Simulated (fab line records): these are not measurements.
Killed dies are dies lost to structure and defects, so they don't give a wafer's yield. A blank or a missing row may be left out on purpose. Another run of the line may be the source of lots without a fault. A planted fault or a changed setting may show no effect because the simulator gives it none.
Split-lot trial ; flow n5-finfet ; 21 wafers read across 7 lots, on a route 1938 steps long

== THE SPLIT ==
At N5_DUMMY_GATE_ETCH_37 (etches SOC in N2/H2, target depth 60 nm, overetch 30 nm), the setting source-w was moved away from the recipe's 840 W on 9 of the 21 wafers read, by -15.7% to +13.8%. For the rest of the wafers, this setting stayed at what the recipe calls for.

The reading is taken at the split's own step.

== THE READING ==
rf-vpp-V, in V, at N5_DUMMY_GATE_ETCH_37 (etches SOC in N2/H2, target depth 60 nm, overetch 30 nm). Typical for fault-free wafers on this fab line: 524.3 V, with standard deviation 1.8 V.

wafer;tool, chamber at the split;source-w as run, W;against the recipe;rf-vpp-V, V;against lot-mates on the recipe
L080.4;rie-diel-06, 3;840;recipe;523.4;-
L080.5;rie-diel-06, 2;840;recipe;525.9;-
L080.6;rie-diel-06, 1;840;recipe;520.9;-
L082.1;rie-diel-05, 2;748.5;-10.9%;542.8;+19.3
L082.3;rie-diel-05, 3;748.5;-10.9%;544.9;+21.4
L082.4;rie-diel-05, 1;840;recipe;523.5;-
L083.1;rie-diel-03, 2;707.9;-15.7%;558.5;+35.8
L083.3;rie-diel-03, 0;840;recipe;522.7;-
L083.4;rie-diel-03, 1;707.9;-15.7%;556.3;+33.6
L085.1;rie-diel-03, 1;840;recipe;523.0;-
L085.2;rie-diel-03, 3;840;recipe;523.1;-
L085.3;rie-diel-03, 2;779.8;-7.2%;539.8;+16.8
L087.3;rie-diel-06, 2;785.7;-6.5%;536.4;+14.7
L087.4;rie-diel-06, 1;840;recipe;519.1;-
L087.6;rie-diel-06, 3;840;recipe;524.3;-
L092.1;rie-diel-03, 0;955.7;+13.8%;502.1;-25.2
L092.4;rie-diel-03, 0;955.7;+13.8%;499.8;-27.5
L092.5;rie-diel-03, 2;840;recipe;527.3;-
L093.1;rie-diel-05, 2;840;recipe;524.8;-
L093.4;rie-diel-05, 1;840;recipe;521.0;-
L093.6;rie-diel-05, 0;912.5;+8.6%;508.9;-14.0

THE FIT
A straight line over all 21 wafers: rf-vpp-V changes by -1.9 V for each +1% of source-w; r = -0.99; the points scatter about the line by 2.5 V.
The same after taking each lot's own level away (the mean of its wafers on the recipe; 21 wafers): -2.02 V for each +1%; r = -0.99; scatter 2 V.
On that fit, the largest move of source-w shifts the reading by 32 V.
The lots' own levels span 521.70 to 527.30 V, that is 3.1 times the standard deviation above.
So the lot-to-lot level changes the slope little: the two slopes agree.
Check: +31.4 V against its lot-mates is what the line predicts for one of the wafers moved furthest among these (-15.7%) when that wafer is left out of the fit. Against them it came out at +35.8 V.
Tool readings at the split's step, against how far the setting was moved: rf-vpp-V r = -0.99.

== THE WHOLE CHAIN: every reading that the file lists as answering this split, in the file's order ==
step;what it does;reading;change (the file's fit);r (the file's)
N5_DUMMY_GATE_ETCH_37;etches SOC in N2/H2, target depth 60 nm, overetch 30 nm;rf-vpp-V;-2.03 V for each +1% of the setting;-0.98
N5_DUMMY_GATE_ETCH_37;etches SOC in N2/H2, target depth 60 nm, overetch 30 nm;SiARC_of_DUMMY_GATE_COAT_35.thk-nm (the simulator's own value, which no gauge read);-0.0303 nm for each +1% of the setting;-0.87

== THE FILE'S OWN FIT ==
rf-vpp-V changes by -2.03 V for each +1% of source-w, r = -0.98.
